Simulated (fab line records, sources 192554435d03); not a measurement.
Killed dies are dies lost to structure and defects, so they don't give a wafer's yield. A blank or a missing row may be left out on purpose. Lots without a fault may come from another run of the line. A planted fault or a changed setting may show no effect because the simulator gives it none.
fab line records | flow n5_finfet
record lots=7 wafers=21
route steps=1938 shown ZERO_LAYER@6 WELL_APT@24 FIN_SAQP@125 FIN_CUT@154
start_h: hours from the record's first day to the start of the lot's first wafer shown | wait_h: hours since the lot's step before | " the same as in the row above | L1.1+2: a row that stands for several wafers | - no value, or no start given | * or withheld: withheld | < > ~ a bound
route shown NAME@n: a module of which the file shows steps, and the number in the route of the first | usual: mean/standard deviation of fault-free wafers | same: alike in all rows | chamber/n: place in a boat | sites: the reading at each site | _std_site: their standard deviation | _edge_site: outer sites' mean less inner sites' | radius_mm: how far each site lies from the wafer's centre | mask NAME#n: copy n | behind: the tool/chamber that last shaped the wafer | hold: why the lot was held/for how many hours/how that ended | device: the transistor (n, p or np) that didn't switch | end of line: the same wafers' tests at the end of the route | a step without rows: its recipe alone | killed: dies lost to structure and defects at the first sort, not the wafer's yield | map: a wafer's dies, x killed, . not, _ none there
set.NAME: the setting as run; set.NAME@STEP: as run at that earlier step | model.NAME: the simulator's own value behind a step, which no gauge read
lots whose settings were changed on purpose; a table a step, a row a wafer
## steps
# step N5_ZERO_LAYER_COAT_05
# recipe spin_rpm=1500 resist_thk_nm=1000
# columns lot.wafer tool chamber start_h wait_h set.spin_rpm model.coat_of_ZERO_LAYER_COAT_05.thk_nm
L074.3 litho_track-02 0 - - 1500 1008
L074.4 " 0 " " 1571 983.8
L074.6 " 0 " " 1571 983
L076.2 litho_track-05 0 - - 1500 1002
L076.3 " 0 " " 1422 1029
L076.6 " 0 " " 1422 1028
L077.2 litho_track-01 0 - - 1500 1002
L077.3 " 0 " " 1649 954.1
L077.4 " 0 " " 1649 956.5
L078.1 litho_track-05 0 - - 1665 949.9
L078.2 " 0 " " 1665 951.8
L078.5 " 0 " " 1500 999.6
L079.1 litho_track-05 0 - - 1500 999.9
L079.3 " 0 " " 1500 1001
L079.5 " 0 " " 1500 1004
L096.1 litho_track-01 0 - - 1433 1020
L096.3 " 0 " " 1433 1018
L096.6 " 0 " " 1500 999.8
L097.1+2+6 litho_track-01 0 - - 1500 1000
# step N5_ZERO_LAYER_EXPOSE_08
# recipe mask_id=ZERO na=0.55 source_shape=conventional sigma_outer=0.8 polarization=unpolarized defocus_nm=0 target_cd_nm=2000 dose_mj=16.2
# columns lot.wafer tool chamber start_h wait_h mask set.dose_mj
L074.3 krf_scanner-01 0 12.50 - ZERO#0 16.2
L074.4+6 " 0 " " ZERO#0 16.62
L076.2+3+6 krf_scanner-01 0 24.49 - ZERO#0 16.2
L077.2 krf_scanner-02 0 30.61 - ZERO#0 16.2
L077.3+4 " 0 " " ZERO#0 15.54
L078.1+5 krf_scanner-02 0 36.51 - ZERO#0 15.69
L078.2 " 0 " " ZERO#0 16.2
L079.1+3+5 krf_scanner-01 0 42.61 - ZERO#0 15.12
L096.1+3+6 krf_scanner-02 0 144.59 - ZERO#0 16.2
L097.1+2+6 krf_scanner-01 0 150.59 - ZERO#0 16.2
# step N5_ZERO_LAYER_PEB_09
# recipe peb_temp_c=withheld peb_time_s=*
# step N5_ZERO_LAYER_DEVELOP_10
# recipe develop_time_s=60 rinse_liquid=diw dry=air_spin dev_temp_c=21
# step N5_ZERO_LAYER_HARDBAKE_23
# recipe temp_c=130 time_s=120
# step N5_ZERO_LAYER_CD_MEAS_11
# recipe target_cd_nm=2000 landing_energy_ev=500 detector=se_inlens
# usual cd_nm=2000.2/2.7
# columns lot.wafer tool chamber start_h wait_h set.dose_mj@ZERO_LAYER_EXPOSE_08 cd_nm
L074.3 cd_sem-01 0 12.67 - 16.2 1997.3
L074.4 " 0 " " 16.62 2003.0
L074.6 " 0 " " 16.62 2006.7
L076.2 cd_sem-02 0 24.66 - 16.2 2001.3
L076.3 " 0 " " 16.2 2003.4
L076.6 " 0 " " 16.2 2004.8
L077.2 cd_sem-01 0 30.78 - 16.2 2000.6
L077.3 " 0 " " 15.54 1989.8
L077.4 " 0 " " 15.54 1990.9
L078.1 cd_sem-03 0 36.69 - 15.69 1998.7
L078.2 " 0 " " 16.2 2002.3
L078.5 " 0 " " 15.69 1997.8
L079.1 cd_sem-02 0 42.79 - 15.12 1985.7
L079.3 " 0 " " 15.12 1988.4
L079.5 " 0 " " 15.12 1984.6
L096.1 cd_sem-02 0 144.77 - 16.2 1998.1
L096.3 " 0 " " 16.2 1999.4
L096.6 " 0 " " 16.2 1999.3
L097.1 cd_sem-03 0 150.77 - 16.2 1997.4
L097.2 " 0 " " 16.2 1997.8
L097.6 " 0 " " 16.2 1997.8
# step N5_ZERO_LAYER_DESCUM_16
# recipe chemistry=O2 time_s=7.9 source_power_w=50 bias_power_w=20 pressure_mtorr=20 rf_frequency_hz=2.712e+07 temp_c=40 o2_flow_sccm=225
# columns lot.wafer tool chamber start_h wait_h set.dose_mj@ZERO_LAYER_EXPOSE_08 model.ZERO_LAYER.cd_nm
L074.3 rie_diel-06 1 12.99 0.3 16.2 1997
L074.4 " 3 " " 16.62 2003
L074.6 " 3 " " 16.62 2007
L076.2 rie_diel-06 2 24.70 0.0 16.2 2001
L076.3 " 0 " " 16.2 2003
L076.6 " 0 " " 16.2 2005
L077.2 rie_diel-06 2 30.90 0.1 16.2 2001
L077.3 " 1 " " 15.54 1990
L077.4 " 3 " " 15.54 1991
L078.1 rie_diel-05 0 36.73 0.0 15.69 1999
L078.2 " 1 " " 16.2 2002
L078.5 " 3 " " 15.69 1997
L079.1 rie_diel-06 1 43.29 0.5 15.12 1986
L079.3 " 0 " " 15.12 1988
L079.5 " 3 " " 15.12 1985
L096.1 rie_diel-05 3 144.82 0.0 16.2 1998
L096.3 " 0 " " 16.2 1999
L096.6 " 1 " " 16.2 -
L097.1+2+6 rie_diel-06 3,2,0 150.80 0.0 16.2 1998
# step N5_ZERO_LAYER_ETCH_17
# recipe chemistry=CF4 target=SiO2 target_depth_a=120 time_s=13.3 ion_energy_ev=350 pressure_mtorr=40 source_w=450 bias_w=215 Ar_flow_sccm=100 cf4_flow_sccm=100
# columns lot.wafer tool chamber start_h wait_h set.spin_rpm@ZERO_LAYER_COAT_05 model.coat_of_ZERO_LAYER_COAT_05.thk_nm
L074.3 rie_diel-06 1 13.02 0.0 1500 978
L074.4 " 3 " " 1571 954.3
L074.6 " 3 " " 1571 953.4
L076.2 rie_diel-06 2 24.73 0.0 1500 972.3
L076.3 " 0 " " 1422 999.4
L076.6 " 0 " " 1422 997.9
L077.2 rie_diel-06 2 30.93 0.0 1500 973.1
L077.3 " 1 " " 1649 924
L077.4 " 3 " " 1649 927.3
L078.1 rie_diel-05 0 36.76 0.0 1665 920.6
L078.2 " 1 " " 1665 922.6
L078.5 " 3 " " 1500 970
L079.1 rie_diel-06 1 43.33 0.0 1500 969.6
L079.3 " 0 " " 1500 971.1
L079.5 " 3 " " 1500 975
L096.1 rie_diel-05 3 144.85 0.0 1433 990.9
L096.3 " 0 " " 1433 989
L096.6 " 1 " " 1500 970.7
L097.1 rie_diel-06 3 150.84 0.0 1500 970.8
L097.2 " 2 " " 1500 970.7
L097.6 " 0 " " 1500 970.2
# step N5_ZERO_LAYER_ETCH_18
# recipe chemistry=HBr/Cl2 target=Si target_depth_a=1200 time_s=40 pressure_mtorr=10 icp_w=800 bias_w=75 HBr_flow_sccm=150 Cl2_flow_sccm=80
# columns lot.wafer tool chamber start_h wait_h set.spin_rpm@ZERO_LAYER_COAT_05 model.coat_of_ZERO_LAYER_COAT_05.thk_nm
L074.3 rie_si-01 2 13.09 0.0 1500 938.7
L074.4 " 1 " " 1571 914.3
L074.6 " 2 " " 1571 913.8
L076.2 rie_si-04 3 24.80 0.0 1500 931.8
L076.3 " 1 " " 1422 960
L076.6 " 2 " " 1422 959
L077.2 rie_si-01 3 31.00 0.0 1500 933.7
L077.3 " 0 " " 1649 884
L077.4 " 2 " " 1649 887.4
L078.1 rie_si-05 1 36.83 0.0 1665 881.4
L078.2 " 0 " " 1665 881.8
L078.5 " 1 " " 1500 931.3
L079.1 rie_si-04 0 43.40 0.0 1500 930.4
L079.3 " 2 " " 1500 931.8
L079.5 " 2 " " 1500 935.7
L096.1 rie_si-04 2 144.92 0.0 1433 951.4
L096.3 " 0 " " 1433 949.3
L096.6 " 3 " " 1500 929.7
L097.1 rie_si-04 1 150.91 0.0 1500 931.3
L097.2 " 2 " " 1500 932.1
L097.6 " 2 " " 1500 931.2
# step N5_ZERO_LAYER_STRIP_24
# recipe chemistry=O2 power_w=1000 temp_c=250 overash_fraction=0.3 pressure_mtorr=1000 o2_flow_sccm=6750
# usual strip_time_to_endpoint_s=43.89/0.087
# columns lot.wafer tool chamber start_h wait_h set.spin_rpm@ZERO_LAYER_COAT_05 strip_time_to_endpoint_s
L074.3 plasma_asher-02 1 13.22 0.1 1500 44.09
L074.4 " 0 " " 1571 43.37
L074.6 " 0 " " 1571 43.36
L076.2 plasma_asher-01 0 24.91 0.1 1500 43.89
L076.3 " 1 " " 1422 44.72
L076.6 " 1 " " 1422 44.69
L077.2 plasma_asher-02 1 31.11 0.1 1500 43.95
L077.3 " 1 " " 1649 42.45
L077.4 " 0 " " 1649 42.56
L078.1 plasma_asher-01 0 36.94 0.1 1665 42.38
L078.2 " 1 " " 1665 42.38
L078.5 " 1 " " 1500 43.88
L079.1 plasma_asher-01 1 43.50 0.1 1500 43.84
L079.3 " 1 " " 1500 43.89
L079.5 " 1 " " 1500 44.00
L096.1 plasma_asher-01 1 145.03 0.1 1433 44.46
L096.3 " 1 " " 1433 44.41
L096.6 " 0 " " 1500 43.83
L097.1 plasma_asher-01 1 151.21 0.3 1500 43.87
L097.2 " 0 " " 1500 43.89
L097.6 " 0 " " 1500 43.86
# step N5_WELL_APT_EXPOSE_05
# recipe mask_id=NWELL na=0.8 source_shape=conventional sigma_outer=0.8 polarization=unpolarized defocus_nm=0 target_cd_nm=200 dose_mj=20.3
# columns lot.wafer tool chamber start_h wait_h mask set.dose_mj
L074.3+4 krf_scanner-01 0 13.72 - NWELL#0 21.25
L074.6 " 0 " " NWELL#0 20.3
L076.2+6 krf_scanner-02 0 25.53 - NWELL#0 20.3
L076.3 " 0 " " NWELL#0 19.18
L077.2+3+4 krf_scanner-02 0 31.61 - NWELL#0 20.3
L078.1+2+5 krf_scanner-02 0 37.43 - NWELL#0 20.3
L079.1+5 krf_scanner-01 0 44.12 - NWELL#0 20.3
L079.3 " 0 " " NWELL#0 21.15
L096.1+6 krf_scanner-01 0 145.64 - NWELL#0 21.14
L096.3 " 0 " " NWELL#0 20.3
L097.1+2+6 krf_scanner-02 0 151.83 - NWELL#0 20.3
# step N5_WELL_APT_DEVELOP_07
# recipe develop_time_s=45 rinse_liquid=surfactant_rinse dry=air_spin dev_temp_c=21
# columns lot.wafer tool chamber start_h wait_h set.develop_time_s
L074.3+4+6 litho_track-03 0 - - 45
L076.2+3 litho_track-05 0 - - 45
L076.6 " 0 " " 40.91
L077.2+3 litho_track-03 0 - - 48.28
L077.4 " 0 " " 45
L078.1 litho_track-04 0 - - 51.26
L078.2+5 " 0 " " 45
L079.1+3+5 litho_track-05 0 - - 45
L096.1+6 litho_track-03 0 - - 45
L096.3 " 0 " " 42.12
L097.1+2+6 litho_track-05 0 - - 45
# step N5_WELL_APT_HARDBAKE_12
# recipe temp_c=130 time_s=120
# step N5_WELL_APT_CD_MEAS_08
# recipe target_cd_nm=200 landing_energy_ev=500 detector=se_inlens
# usual cd_nm=199.9/1.7
# columns lot.wafer tool chamber start_h wait_h set.dose_mj@WELL_APT_EXPOSE_05 cd_nm
L074.3 cd_sem-03 0 13.88 - 21.25 205.3
L074.4 " 0 " " 21.25 207.7
L074.6 " 0 " " 20.3 201.0
L076.2 cd_sem-03 0 25.70 - 20.3 199.3
L076.3 " 0 " " 19.18 189.4
L076.6 " 0 " " 20.3 197.3
L077.2 cd_sem-01 0 31.77 - 20.3 199.2
L077.3 " 0 " " 20.3 199.4
L077.4 " 0 " " 20.3 198.3
L078.1 cd_sem-03 0 37.60 - 20.3 202.5
L078.2 " 0 " " 20.3 204.4
L078.5 " 0 " " 20.3 201.3
L079.1 cd_sem-03 0 44.29 - 20.3 199.2
L079.3 " 0 " " 21.15 205.9
L079.5 " 0 " " 20.3 197.6
L096.1 cd_sem-03 0 145.82 - 21.14 206.2
L096.3 " 0 " " 20.3 198.4
L096.6 " 0 " " 21.14 206.3
L097.1 cd_sem-03 0 152.00 - 20.3 198.0
L097.2 " 0 " " 20.3 199.7
L097.6 " 0 " " 20.3 197.7
# step N5_WELL_APT_DESCUM_13
# recipe chemistry=O2 time_s=7.9 source_power_w=50 bias_power_w=20 pressure_mtorr=20 rf_frequency_hz=2.712e+07 temp_c=40 o2_flow_sccm=225
# columns lot.wafer tool chamber start_h wait_h set.dose_mj@WELL_APT_EXPOSE_05 model.WELL_APT.cd_nm
L074.3 rie_diel-04 1 13.96 0.0 21.25 205.2
L074.4 " 2 " " 21.25 207.7
L074.6 " 2 " " 20.3 200.8
L076.2 rie_diel-04 0 26.15 0.4 20.3 199.2
L076.3 " 2 " " 19.18 189.5
L076.6 " 1 " " 20.3 197.1
L077.2 rie_diel-03 0 32.36 0.5 20.3 199.2
L077.3 " 3 " " 20.3 200
L077.4 " 1 " " 20.3 198.7
L078.1 rie_diel-04 0 37.69 0.0 20.3 202.3
L078.2 " 3 " " 20.3 204.4
L078.5 " 2 " " 20.3 201.5
L079.1 rie_diel-01 1 44.51 0.2 20.3 199.3
L079.3 " 2 " " 21.15 205.7
L079.5 " 1 " " 20.3 197.6
L096.1 rie_diel-03 3 146.11 0.2 21.14 206.3
L096.3 " 2 " " 20.3 198.6
L096.6 " 2 " " 21.14 206.1
L097.1 rie_diel-04 1 152.09 0.0 20.3 197.7
L097.2 " 0 " " 20.3 199.4
L097.6 " 3 " " 20.3 197.9
# step N5_FIN_SAQP_SPACER1_ALD_24
# recipe material=SiO2 target_thk_a=203 temp_c=300 ald_precursor_family=BDEAS ald_co_reactant=O2-plasma pulse_time_s=1 purge_time_s=2 co_reactant_purge_time_s=2 ald_cycles=218 pressure_torr=2
# columns lot.wafer tool chamber start_h wait_h set.ald_cycles model.SiO2_of_FIN_SAQP_SPACER1_ALD_24.thk_nm
L074.3 ald_sin-02 3 25.19 0.9 218 20.2
L074.4+6 " 0,3 " " 238 22
L076.2 ald_sin-01 1 36.47 0.3 235 21.8
L076.3 " 2 " " 218 20.2
L076.6 " 2 " " 218 20.4
L077.2 ald_sin-03 1 42.33 0.4 234 21.8
L077.3+4 " 2,0 " " 218 20.4
L078.1+5 ald_sin-01 1,3 48.04 0.6 218 20.2
L078.2 " 3 " " 218 20.4
L079.1+5 ald_sin-01 0 55.34 1.4 218 20.4
L079.3 " 1 " " 241 22.4
L096.1+3 ald_sin-03 2,1 161.15 0.3 218 20.4
L096.6 " 3 " " 199 18.6
L097.1+2 ald_sin-03 3,1 162.06 0.8 218 20.2
L097.6 " 0 " " 218 20.4
# step N5_FIN_SAQP_SPACER1_ETCHBACK_25
# recipe chemistry=CHF3/O2 mode=anisotropic_etchback target=SiO2 target_depth_a=244 time_s=12.2 pressure_mtorr=30 source_w=650 bias_w=170 Ar_flow_sccm=200 CHF3_flow_sccm=50 O2_flow_sccm=5 ion_energy_ev=200
# step N5_FIN_SAQP_MANDREL1_REMOVE_56
# recipe chemistry=HBr/Cl2/O2 bt_time_s=10 target=a-Si stop_on=SiNx endpoint=OES-SiCl over_etch_frac=1 icp_w=600 bias_w=22 HBr_flow_sccm=150 Cl2_flow_sccm=80 O2_flow_sccm=5 pressure_mtorr=10
# columns lot.wafer tool chamber start_h wait_h set.ald_cycles@FIN_SAQP_SPACER1_ALD_24 model.FIN_SAQP.cd_nm
L074.3 rie_si-04 3 26.17 0.1 218 20.2
L074.4+6 " 2,0 " " 238 22
L076.2 rie_si-01 3 37.27 0.1 235 22
L076.3 " 0 " " 218 20.2
L076.6 " 0 " " 218 20.4
L077.2 rie_si-01 3 43.24 0.1 234 21.8
L077.3+4 " 2,1 " " 218 20.4
L078.1 rie_si-05 0 48.84 0.1 218 20
L078.2 " 2 " " 218 20.4
L078.5 " 0 " " 218 20.2
L079.1+5 rie_si-01 0,2 56.20 0.1 218 20.4
L079.3 " 1 " " 241 22.4
L096.1+3 rie_si-05 0,3 161.99 0.1 218 20.4
L096.6 " 1 " " 199 18.6
L097.1+2 rie_si-05 1,3 162.90 0.1 218 20.2
L097.6 " 2 " " 218 20.4
# step N5_FIN_SAQP_CD_MEAS_27
# recipe target_cd_nm=20 landing_energy_ev=1000 detector=se_inlens polarity=line
# usual cd_nm=20.29/0.23
# columns lot.wafer tool chamber start_h wait_h set.ald_cycles@FIN_SAQP_SPACER1_ALD_24 cd_nm
L074.3 cd_sem-01 0 26.29 0.1 218 20.34
L074.4 " 0 " " 238 22.40
L074.6 " 0 " " 238 22.01
L076.2 cd_sem-02 0 37.39 0.1 235 21.99
L076.3 " 0 " " 218 20.52
L076.6 " 0 " " 218 20.58
L077.2 cd_sem-01 0 43.35 0.1 234 21.79
L077.3 " 0 " " 218 20.15
L077.4 " 0 " " 218 20.80
L078.1 cd_sem-03 0 48.95 0.1 218 19.91
L078.2 " 0 " " 218 20.56
L078.5 " 0 " " 218 20.13
L079.1 cd_sem-01 0 56.31 0.1 218 20.29
L079.3 " 0 " " 241 22.29
L079.5 " 0 " " 218 20.54
L096.1 cd_sem-02 0 162.10 0.1 218 20.39
L096.3 " 0 " " 218 19.96
L096.6 " 0 " " 199 18.19
L097.1 cd_sem-03 0 163.01 0.1 218 19.97
L097.2 " 0 " " 218 20.60
L097.6 " 0 " " 218 20.33
# step N5_FIN_CUT_COAT_18
# recipe resist=SOC temp_c=250 time_s=60 spin_rpm=1500 resist_thk_nm=230
# columns lot.wafer tool chamber start_h wait_h set.spin_rpm model.SOC_of_FIN_CUT_COAT_18.thk_nm
L074.3 litho_track-04 0 29.15 0.0 1500 231
L074.4 " 0 " " 1370 242
L074.6 " 0 " " 1500 230.6
L076.2 litho_track-02 0 40.20 0.0 1624 221
L076.3 " 0 " " 1500 229.4
L076.6 " 0 " " 1500 230.2
L077.2 litho_track-03 0 45.70 0.0 1546 227.2
L077.3 " 0 " " 1500 231.2
L077.4 " 0 " " 1546 227.8
L078.1 litho_track-03 0 51.84 0.0 1500 230
L078.2 " 0 " " 1542 227
L078.5 " 0 " " 1542 227.8
L079.1+3 litho_track-02 0 58.76 0.0 1500 229.2
L079.5 " 0 " " 1500 229.6
L096.1 litho_track-02 0 164.91 0.0 1500 229.4
L096.3 " 0 " " 1334 244.2
L096.6 " 0 " " 1500 231
L097.1+2 litho_track-02 0 165.27 0.0 1500 230.2
L097.6 " 0 " " 1500 229.6
# step N5_FIN_CUT_COAT_19
# recipe resist=SiARC temp_c=220 time_s=60 spin_rpm=1500 resist_thk_nm=20
# columns lot.wafer tool chamber start_h wait_h set.time_s
L074.3 litho_track-04 0 - - 60
L074.4+6 " 0 " " 70.73
L076.2+6 litho_track-02 0 - - 67.67
L076.3 " 0 " " 60
L077.2+3 litho_track-03 0 - - 60
L077.4 " 0 " " 53.13
L078.1+2 litho_track-03 0 - - 60
L078.5 " 0 " " 51.47
L079.1+3 litho_track-02 0 - - 51.99
L079.5 " 0 " " 60
L096.1+3+6 litho_track-02 0 - - 60
L097.1+2+6 litho_track-02 0 - - 60
# step N5_FIN_CUT_COAT_29
# recipe resist=underlayer temp_c=205 time_s=60 spin_rpm=1500 resist_thk_nm=10
# step N5_FIN_CUT_COAT_02
# recipe resist=CAR-EUV spin_rpm=1500 resist_thk_nm=30
# step N5_FIN_CUT_ETCH_30
# recipe chemistry=N2/H2 target=underlayer target_depth_a=130 mask_material=CAR-EUV time_s=10.4 ion_energy_ev=200 pressure_mtorr=30 source_w=840 bias_w=150 n2_flow_sccm=200 h2_flow_sccm=200 ends=cleared
# step N5_FIN_CUT_ETCH_20
# recipe chemistry=CF4 target=SiARC target_depth_a=260 mask_material=CAR-EUV time_s=43.3 ion_energy_ev=80 pressure_mtorr=40 source_w=545 bias_w=36 Ar_flow_sccm=100 cf4_flow_sccm=100 ends=cleared
# step N5_FIN_CUT_ETCH_21
# recipe chemistry=N2/H2 target=SOC target_depth_a=2190 overetch_a=438 mask_material=SiARC temp_c=40 ion_energy_ev=100 bias_w=61 time_s=523.5 pressure_mtorr=30 source_w=850 n2_flow_sccm=200 h2_flow_sccm=200
# columns lot.wafer tool chamber start_h wait_h set.spin_rpm@FIN_CUT_COAT_18 model.etch.depth_nm
L074.3 rie_diel-02 1 29.76 0.0 1500 231
L074.4 " 0 " " 1370 241.9
L074.6 " 2 " " 1500 230.6
L076.2 rie_diel-05 0 40.68 0.0 1624 221.1
L076.3 " 1 " " 1500 229.4
L076.6 " 1 " " 1500 230.2
L077.2 rie_diel-06 2 46.32 0.0 1546 227.2
L077.3 " 1 " " 1500 231.1
L077.4 " 0 " " 1546 227.8
L078.1 rie_diel-02 1 52.45 0.0 1500 230.1
L078.2 " 0 " " 1542 227
L078.5 " 2 " " 1542 227.8
L079.1+3 rie_diel-06 3,2 59.37 0.0 1500 229.2
L079.5 " 3 " " 1500 229.7
L096.1 rie_diel-05 3 165.39 0.0 1500 229.5
L096.3 " 2 " " 1334 244.2
L096.6 " 2 " " 1500 231
L097.1 rie_diel-02 3 165.76 0.0 1500 230.1
L097.2 " 1 " " 1500 230.2
L097.6 " 0 " " 1500 229.5
## key
split step=N5_ZERO_LAYER_COAT_05 setting=spin_rpm stated=1500 by=wafer
response step=N5_ZERO_LAYER_COAT_05 reading=model.coat_of_ZERO_LAYER_COAT_05.thk_nm change=-4.67 per=1% r=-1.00
response step=N5_ZERO_LAYER_ETCH_17 reading=model.coat_of_ZERO_LAYER_COAT_05.thk_nm change=-4.64 per=1% r=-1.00
response step=N5_ZERO_LAYER_ETCH_18 reading=model.coat_of_ZERO_LAYER_COAT_05.thk_nm change=-4.76 per=1% r=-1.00
response step=N5_ZERO_LAYER_STRIP_24 reading=strip_time_to_endpoint_s change=* per=1% r=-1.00
split step=N5_ZERO_LAYER_EXPOSE_08 setting=dose_mj stated=16.2 by=wafer
response step=N5_ZERO_LAYER_CD_MEAS_11 reading=cd_nm change=+2.24 per=1% r=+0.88
response step=N5_ZERO_LAYER_DESCUM_16 reading=model.ZERO_LAYER.cd_nm change=+2.22 per=1% r=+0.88
split step=N5_WELL_APT_EXPOSE_05 setting=dose_mj stated=20.3 by=wafer
response step=N5_WELL_APT_CD_MEAS_08 reading=cd_nm change=+1.6 per=1% r=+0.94
response step=N5_WELL_APT_DESCUM_13 reading=model.WELL_APT.cd_nm change=+1.57 per=1% r=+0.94
split step=N5_WELL_APT_DEVELOP_07 setting=develop_time_s stated=45 by=wafer
response none clear
split step=N5_FIN_SAQP_SPACER1_ALD_24 setting=ald_cycles stated=218 by=wafer
response step=N5_FIN_SAQP_SPACER1_ALD_24 reading=model.SiO2_of_FIN_SAQP_SPACER1_ALD_24.thk_nm change=+0.195 per=1% r=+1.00
response step=N5_FIN_SAQP_MANDREL1_REMOVE_56 reading=model.FIN_SAQP.cd_nm change=+0.199 per=1% r=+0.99
response step=N5_FIN_SAQP_CD_MEAS_27 reading=cd_nm change=+0.195 per=1% r=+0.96
split step=N5_FIN_CUT_COAT_18 setting=spin_rpm stated=1500 by=wafer
response step=N5_FIN_CUT_COAT_18 reading=model.SOC_of_FIN_CUT_COAT_18.thk_nm change=-1.21 per=1% r=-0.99
response step=N5_FIN_CUT_ETCH_21 reading=model.etch.depth_nm change=-1.21 per=1% r=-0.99
split step=N5_FIN_CUT_COAT_19 setting=time_s stated=60 by=wafer
response none clear
